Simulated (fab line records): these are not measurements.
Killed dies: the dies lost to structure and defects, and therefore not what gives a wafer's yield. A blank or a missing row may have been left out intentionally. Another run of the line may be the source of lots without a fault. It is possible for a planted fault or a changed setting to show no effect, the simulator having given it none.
Which tool is to blame? ; flow nand harc ; 18 wafers from 6 lots sampled at 5 of the route's 1302 steps

## WHAT EACH GAUGE READ, for each wafer
NHARC_END_SORT_01.
lot;measured;on;killed at array
L369;day 27 19:38;prober-02;69 81 162
L372;day 28 19:47;prober-01;146 39 44

## WHAT TOOL EACH LOT RAN ON (gives the tool, then ch and the chambers of the sampled wafers, and finally the start)
lot;NHARC_A_BLC_ETCH_18;NHARC_A_BONDPAD_DEP_00;NHARC_A_BONDPAD_STRIP_15;NHARC_A_BONDPAD_CMP_19
L362;rie diel-03 ch 2,3, day 22 21:41;pecvd-04 ch 1,2, day 23 10:13 or earlier;rie diel-10 ch 0,2, day 23 10:13;cmp-01 ch 0,1,2, day 23 11:55
L364;rie diel-03 ch 1,3, day 24 04:16;pecvd-03 ch 0,1, day 24 15:05;rie diel-10 ch 1,2, day 24 16:45;cmp-04 ch 0,2,3, day 24 18:26
L366;rie diel-11 ch 1,2,3, day 25 05:09;pecvd-03 ch 1,2, day 25 18:03 or earlier;rie diel-10 ch 0,1,3, day 25 18:03;cmp-01 ch 0,1,3, day 25 19:41
L369;rie diel-11 ch 0,2,3, day 25 20:34;pecvd-04 ch 0,1,2, day 26 07:32;rie diel-12 ch 0,1,3, day 26 09:28;cmp-04 ch 1,2, day 26 11:04
L372;rie diel-11 ch 0,2, day 27 00:13;pecvd-01 ch 1,2, day 27 10:50;rie diel-12 ch 0,3, day 27 12:40;cmp-01 ch 0,3, day 27 14:21
L382;rie diel-11 ch 0,2, day 31 08:26;pecvd-04 ch 1,2, day 31 20:48 or earlier;rie diel-07 ch 0,1, day 31 20:48;cmp-01 ch 1,2, day 31 22:29
- NHARC_A_BLC_ETCH_18: etches the open film in C4F8/O2/Ar, target depth 910 nm.
- NHARC_A_BONDPAD_DEP_00: deposits SiCN, target thk 250 nm.
- NHARC_A_BONDPAD_STRIP_15: strips in O2.
- NHARC_A_BONDPAD_CMP_19: polishes, t overpolish 30 s, cu recess touch 16 s, target thk 169.82 nm.

## THE ANSWER, worked out from the rows above alone
Rule: the usual values come from the lots themselves. Put in order of their means at a reading, lots are off if they are a third of the lots or fewer, leave a main group of 4 or more, and stand apart from it by a gap of 3 or more times the standard deviation of the main group's means; of several such gaps the widest counts. A main group is skipped when, at the precision printed for the reading in the tables above, its means are all equal. A lot without any number at a reading at which 4 lots or more have one is off too. Where the step has rows for the other lots, those lots are counted as sound.
Nothing can be told from this: no lot is off at any reading shown.

## WHAT THE SIMULATOR HAD INSERTED
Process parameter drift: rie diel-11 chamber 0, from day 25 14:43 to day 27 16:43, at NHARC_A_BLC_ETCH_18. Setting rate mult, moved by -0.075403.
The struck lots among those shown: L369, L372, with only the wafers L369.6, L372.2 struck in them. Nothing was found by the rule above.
